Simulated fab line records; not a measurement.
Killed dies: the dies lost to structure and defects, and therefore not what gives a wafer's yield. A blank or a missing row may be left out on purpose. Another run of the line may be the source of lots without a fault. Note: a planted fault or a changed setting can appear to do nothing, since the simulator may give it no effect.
Matching of chambers	flow n5Finfet	N5_MOL_CONTACT_COAG_ETCH_66 on rieDiel-05: 4 sister chambers
The step etches SiARC in CF4, target depth 13 nm, time 21.7 s. 4 wafers are shown with their chamber, then 12 later ones without.

EACH WAFER AND ITS CHAMBER
wafer	chamber	drypumpMotorCurrentA (A)
L086.2	3	5.8
L093.1	1	5.3
L093.3	2	5.3
L093.4	0	6.0

WAFERS MISSING THEIR CHAMBER
wafer	drypumpMotorCurrentA (A)
L095.4	5.3
L095.5	5.9
L095.6	5.3
L096.4	5.3
L096.5	5.3
L096.6	5.8
L097.1	6.0
L097.2	5.3
L097.3	5.8
L097.4	5.3
L097.5	6.0
L097.6	5.3

WHICH CHAMBER EACH ONE RAN IN
wafer	from the rows above	in truth
L095.4	can't be placed: 1 or 2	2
L095.5	can't be placed: 0 or 3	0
L095.6	can't be placed: 1 or 2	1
L096.4	can't be placed: 1 or 2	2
L096.5	can't be placed: 1 or 2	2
L096.6	3	3
L097.1	0	0
L097.2	can't be placed: 1 or 2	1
L097.3	3	3
L097.4	can't be placed: 1 or 2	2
L097.5	0	0
L097.6	can't be placed: 1 or 2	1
Correct placement for 4 of the 12. From these rows, 8 cannot be placed; in 8 the true chamber is one of the candidates. Number placed wrongly: 0.
How it was worked out, from the rows above alone: a wafer's distance from a chamber is the root of the sum, over the readings, of the square of ((its reading less the chamber's mean) divided by the reading's scatter). If the next closest chamber is less than 2 further off than the closest, the wafer can't be placed; otherwise it belongs to the closest. Each chamber's mean is taken over the wafers shown for it. The scatter: root of mean squared gap, hidden wafer to nearest shown wafer, with one shown wafer a chamber.
